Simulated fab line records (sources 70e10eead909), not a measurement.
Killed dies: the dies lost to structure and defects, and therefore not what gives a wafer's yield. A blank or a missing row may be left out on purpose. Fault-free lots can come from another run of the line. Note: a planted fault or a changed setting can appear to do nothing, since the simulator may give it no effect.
Which tool is to blame? :: flow nand-harc :: Sampling: 24 lots, 72 wafers, 3 of 1159 route steps

== WHAT EACH GAUGE READ, for each wafer ==
NHARC_A_SGD_CUT_CD_MEAS_09: target cd 100 nm.
lot: L075
measured: day 13 11:04
on: cd-sem-02
cd-nm (nm): 99.1 99.0 99.3

lot: L074
measured: day 13 16:27
on: cd-sem-01
cd-nm (nm): 99.8 99.9 99.5

lot: L077
measured: day 14 07:13
on: cd-sem-01
cd-nm (nm): 100.1 100.1 100.4

lot: L076
measured: day 14 07:29
on: cd-sem-01
cd-nm (nm): 100.5 99.8 99.4

lot: L078
measured: day 14 23:00
on: cd-sem-01
cd-nm (nm): 100.5 99.8 100.1

lot: L079
measured: day 15 08:06
on: cd-sem-02
cd-nm (nm): 100.2 99.5 99.5

lot: L080
measured: day 15 08:25
on: cd-sem-01
cd-nm (nm): 100.6 100.5 99.4

lot: L082
measured: day 15 16:07
on: cd-sem-01
cd-nm (nm): 100.7 99.9 99.3

lot: L083
measured: day 15 16:35
on: cd-sem-03
cd-nm (nm): 100.0 100.0 100.4

lot: L081
measured: day 16 03:37
on: cd-sem-01
cd-nm (nm): 99.9 99.1 99.7

lot: L085
measured: day 16 03:06
on: cd-sem-02
cd-nm (nm): 100.6 99.9 100.7

lot: L084
measured: day 16 10:16
on: cd-sem-03
cd-nm (nm): 99.4 99.6 99.7

lot: L088
measured: day 17 00:39
on: cd-sem-02
cd-nm (nm): 99.7 100.2 100.6

lot: L086
measured: day 17 00:10
on: cd-sem-03
cd-nm (nm): 99.7 99.9 100.9

lot: L087
measured: day 17 00:20
on: cd-sem-03
cd-nm (nm): 100.3 100.1 100.2

lot: L090
measured: day 17 12:14
on: cd-sem-03
cd-nm (nm): 99.6 100.6 100.4

lot: L089
measured: day 17 12:37
on: cd-sem-03
cd-nm (nm): 100.3 101.0 101.2

lot: L092
measured: day 18 08:45
on: cd-sem-02
cd-nm (nm): 99.9 100.6 100.9

lot: L091
measured: day 18 09:13
on: cd-sem-02
cd-nm (nm): 101.0 100.1 100.5

lot: L093
measured: day 18 12:36
on: cd-sem-01
cd-nm (nm): 99.1 99.5 99.5

lot: L094
measured: day 19 10:59
on: cd-sem-03
cd-nm (nm): 99.1 99.7 99.5

lot: L095
measured: day 19 11:16
on: cd-sem-01
cd-nm (nm): 100.2 100.9 101.2

lot: L096
measured: day 19 10:50
on: cd-sem-03
cd-nm (nm): 100.2 100.3 100.4

lot: L097
measured: day 20 07:01
on: cd-sem-01
cd-nm (nm): 100.6 99.7 100.8

NHARC_A_SGD_CUT_OVL_MEAS_10.
lot: L075
measured: day 13 11:09
on: overlay-02
overlay-x-nm (nm): -0.7 -0.6 0.1
overlay-y-nm (nm): -0.9 -1.0 -0.7

lot: L074
measured: day 13 16:32
on: overlay-02
overlay-x-nm (nm): -0.5 -1.3 -1.2
overlay-y-nm (nm): 0.8 0.3 0.1

lot: L077
measured: day 14 07:19
on: overlay-01
overlay-x-nm (nm): -0.4 0.1 0.0
overlay-y-nm (nm): -0.7 -0.6 -0.2

lot: L076
measured: day 14 07:34
on: overlay-02
overlay-x-nm (nm): 1.2 0.3 0.1
overlay-y-nm (nm): 1.0 1.1 1.1

lot: L078
measured: day 14 23:05
on: overlay-01
overlay-x-nm (nm): 0.8 0.3 -0.2
overlay-y-nm (nm): 0.3 0.2 0.2

lot: L079
measured: day 15 08:11
on: overlay-02
overlay-x-nm (nm): 0.1 0.0 -0.5
overlay-y-nm (nm): 0.6 0.6 0.5

lot: L080
measured: day 15 08:30
on: overlay-01
overlay-x-nm (nm): 2.3 1.6 1.2
overlay-y-nm (nm): -0.9 0.2 -0.5

lot: L082
measured: day 15 16:12
on: overlay-01
overlay-x-nm (nm): 0.4 0.7 -0.2
overlay-y-nm (nm): -1.1 -0.7 -0.4

lot: L083
measured: day 15 16:40
on: overlay-02
overlay-x-nm (nm): 0.9 0.7 0.8
overlay-y-nm (nm): 0.8 0.4 0.7

lot: L081
measured: day 16 03:43
on: overlay-02
overlay-x-nm (nm): -1.2 -1.8 -1.4
overlay-y-nm (nm): -0.3 0.1 -0.2

lot: L085
measured: day 16 03:11
on: overlay-01
overlay-x-nm (nm): -0.7 -0.6 -0.6
overlay-y-nm (nm): 2.0 2.4 2.9

lot: L084
measured: day 16 10:21
on: overlay-02
overlay-x-nm (nm): 1.8 1.4 1.3
overlay-y-nm (nm): 0.2 -0.1 -0.4

lot: L088
measured: day 17 00:44
on: overlay-01
overlay-x-nm (nm): -0.9 -0.5 -0.1
overlay-y-nm (nm): 1.5 1.4 1.8

lot: L086
measured: day 17 00:16
on: overlay-01
overlay-x-nm (nm): 0.6 0.4 0.8
overlay-y-nm (nm): -0.2 0.1 -0.7

lot: L087
measured: day 17 00:26
on: overlay-01
overlay-x-nm (nm): 0.9 0.9 0.6
overlay-y-nm (nm): 0.2 0.4 0.1

lot: L090
measured: day 17 12:19
on: overlay-01
overlay-x-nm (nm): -0.2 -0.2 -0.2
overlay-y-nm (nm): -1.8 -2.2 -2.1

lot: L089
measured: day 17 12:42
on: overlay-01
overlay-x-nm (nm): -1.1 -0.7 -1.3
overlay-y-nm (nm): 0.1 0.5 0.4

lot: L092
measured: day 18 08:50
on: overlay-02
overlay-x-nm (nm): -0.4 -0.7 -0.9
overlay-y-nm (nm): -0.2 -0.7 -0.2

lot: L091
measured: day 18 09:17
on: overlay-01
overlay-x-nm (nm): 1.3 1.1 1.2
overlay-y-nm (nm): 1.6 0.8 0.7

lot: L093
measured: day 18 12:41
on: overlay-02
overlay-x-nm (nm): 0.8 1.1 0.5
overlay-y-nm (nm): 0.3 -0.1 -0.2

lot: L094
measured: day 19 11:05
on: overlay-01
overlay-x-nm (nm): -0.4 -1.5 -0.7
overlay-y-nm (nm): -1.5 -1.9 -1.3

lot: L095
measured: day 19 11:22
on: overlay-02
overlay-x-nm (nm): 1.8 1.7 1.3
overlay-y-nm (nm): -0.5 -0.5 -0.5

lot: L096
measured: day 19 10:55
on: overlay-02
overlay-x-nm (nm): -0.9 -1.1 -0.9
overlay-y-nm (nm): -1.6 -1.1 -1.9

lot: L097
measured: day 20 07:05
on: overlay-02
overlay-x-nm (nm): 0.2 -0.1 -0.1
overlay-y-nm (nm): 0.9 0.0 0.0

== WHAT TOOL EACH LOT RAN ON (gives the tool, then ch and the chambers of the sampled wafers, and finally the start) ==
lot: L075
NHARC_A_STAIRCASE_ETCH_232: rie-diel-13 ch 1,3, day 13 11:04 or earlier

lot: L074
NHARC_A_STAIRCASE_ETCH_232: rie-diel-10 ch 1,3, day 13 16:27 or earlier

lot: L077
NHARC_A_STAIRCASE_ETCH_232: rie-diel-11 ch 0,1,3, day 14 07:13 or earlier

lot: L076
NHARC_A_STAIRCASE_ETCH_232: rie-diel-13 ch 1,3, day 14 07:29 or earlier

lot: L078
NHARC_A_STAIRCASE_ETCH_232: rie-diel-11 ch 0,2,3, day 14 23:00 or earlier

lot: L079
NHARC_A_STAIRCASE_ETCH_232: rie-diel-10 ch 0,1, day 15 08:06 or earlier

lot: L080
NHARC_A_STAIRCASE_ETCH_232: rie-diel-10 ch 0,1,3, day 15 08:25 or earlier

lot: L082
NHARC_A_STAIRCASE_ETCH_232: rie-diel-13 ch 1,2, day 15 16:07 or earlier

lot: L083
NHARC_A_STAIRCASE_ETCH_232: rie-diel-11 ch 0,1,2, day 15 16:35 or earlier

lot: L081
NHARC_A_STAIRCASE_ETCH_232: rie-diel-11 ch 0,2, day 16 03:37 or earlier

lot: L085
NHARC_A_STAIRCASE_ETCH_232: rie-diel-11 ch 0,3, day 16 03:06 or earlier

lot: L084
NHARC_A_STAIRCASE_ETCH_232: rie-diel-11 ch 0,2,3, day 16 10:16 or earlier

lot: L088
NHARC_A_STAIRCASE_ETCH_232: rie-diel-11 ch 0,1,2, day 17 00:39 or earlier

lot: L086
NHARC_A_STAIRCASE_ETCH_232: rie-diel-13 ch 0,2, day 17 00:10 or earlier

lot: L087
NHARC_A_STAIRCASE_ETCH_232: rie-diel-13 ch 0,1,3, day 17 00:20 or earlier

lot: L090
NHARC_A_STAIRCASE_ETCH_232: rie-diel-11 ch 0,1,2, day 17 12:14 or earlier

lot: L089
NHARC_A_STAIRCASE_ETCH_232: rie-diel-11 ch 0,1, day 17 12:37 or earlier

lot: L092
NHARC_A_STAIRCASE_ETCH_232: rie-diel-13 ch 0,2, day 18 08:45 or earlier

lot: L091
NHARC_A_STAIRCASE_ETCH_232: rie-diel-11 ch 1,2,3, day 18 09:13 or earlier

lot: L093
NHARC_A_STAIRCASE_ETCH_232: rie-diel-11 ch 0,1,3, day 18 12:36 or earlier

lot: L094
NHARC_A_STAIRCASE_ETCH_232: rie-diel-11 ch 0,1,3, day 19 10:59 or earlier

lot: L095
NHARC_A_STAIRCASE_ETCH_232: rie-diel-11 ch 0,1,3, day 19 11:16 or earlier

lot: L096
NHARC_A_STAIRCASE_ETCH_232: rie-diel-10 ch 1,2,3, day 19 10:50 or earlier

lot: L097
NHARC_A_STAIRCASE_ETCH_232: rie-diel-11 ch 0,1,3, day 20 07:01 or earlier
- NHARC_A_STAIRCASE_ETCH_232: etches the open film in C4F8/O2, target depth 100 nm, time 40.5 s.

== AS READ BY THE TOOLS THEMSELVES (means over the sampled wafers that have a number; for cases with no such wafer, the mark the record gives instead) ==
NHARC_A_STAIRCASE_ETCH_232.
lot: L075
tool: rie-diel-13
oes-product-au (a.u.): 0.929
rf-vpp-V (V): 890

lot: L074
tool: rie-diel-10
oes-product-au (a.u.): 0.955
rf-vpp-V (V): 892

lot: L077
tool: rie-diel-11
oes-product-au (a.u.): 0.943
rf-vpp-V (V): 894

lot: L076
tool: rie-diel-13
oes-product-au (a.u.): 0.941
rf-vpp-V (V): 892

lot: L078
tool: rie-diel-11
oes-product-au (a.u.): 0.952
rf-vpp-V (V): 896

lot: L079
tool: rie-diel-10
oes-product-au (a.u.): 0.952
rf-vpp-V (V): 891

lot: L080
tool: rie-diel-10
oes-product-au (a.u.): 0.924
rf-vpp-V (V): 896

lot: L082
tool: rie-diel-13
oes-product-au (a.u.): 0.944
rf-vpp-V (V): 898

lot: L083
tool: rie-diel-11
oes-product-au (a.u.): 0.939
rf-vpp-V (V): 895

lot: L081
tool: rie-diel-11
oes-product-au (a.u.): 0.939
rf-vpp-V (V): 898

lot: L085
tool: rie-diel-11
oes-product-au (a.u.): 0.959
rf-vpp-V (V): 896

lot: L084
tool: rie-diel-11
oes-product-au (a.u.): 0.960
rf-vpp-V (V): 896

lot: L088
tool: rie-diel-11
oes-product-au (a.u.): 0.925
rf-vpp-V (V): 895

lot: L086
tool: rie-diel-13
oes-product-au (a.u.): 0.948
rf-vpp-V (V): 905

lot: L087
tool: rie-diel-13
oes-product-au (a.u.): 0.971
rf-vpp-V (V): 896

lot: L090
tool: rie-diel-11
oes-product-au (a.u.): 0.927
rf-vpp-V (V): 895

lot: L089
tool: rie-diel-11
oes-product-au (a.u.): 0.927
rf-vpp-V (V): 891

lot: L092
tool: rie-diel-13
oes-product-au (a.u.): 0.939
rf-vpp-V (V): 902

lot: L091
tool: rie-diel-11
oes-product-au (a.u.): 0.941
rf-vpp-V (V): 893

lot: L093
tool: rie-diel-11
oes-product-au (a.u.): 0.942
rf-vpp-V (V): 893

lot: L094
tool: rie-diel-11
oes-product-au (a.u.): 0.944
rf-vpp-V (V): 894

lot: L095
tool: rie-diel-11
oes-product-au (a.u.): 0.934
rf-vpp-V (V): 893

lot: L096
tool: rie-diel-10
oes-product-au (a.u.): 0.926
rf-vpp-V (V): 898

lot: L097
tool: rie-diel-11
oes-product-au (a.u.): 0.942
rf-vpp-V (V): 893

== THE ANSWER, worked out from the rows above alone ==
Rule: the lots themselves supply what counts as usual. The widest of any qualifying gaps counts: lots, ordered by their means at a reading, are off when they make up no more than a third of the lots, leave a main group of 4 or more, and stand apart from it by 3 or more times the standard deviation of that group's means. Not used: any main group whose means are identical at the precision the tables above print for the reading. A lot without any number at a reading at which 4 lots or more have one is off too. The other lots that the step has rows for count as sound. After the gauges, taken in route order, come the tools' own readings; for these a lot's mean is taken, as printed above. The first step at which some lot is off is used, and at that step the reading that is off furthest; a lot without a number counts as furthest.
No lot is off at any reading shown: from this, nothing can be told.

== WHAT THE SIMULATOR HAD INSERTED ==
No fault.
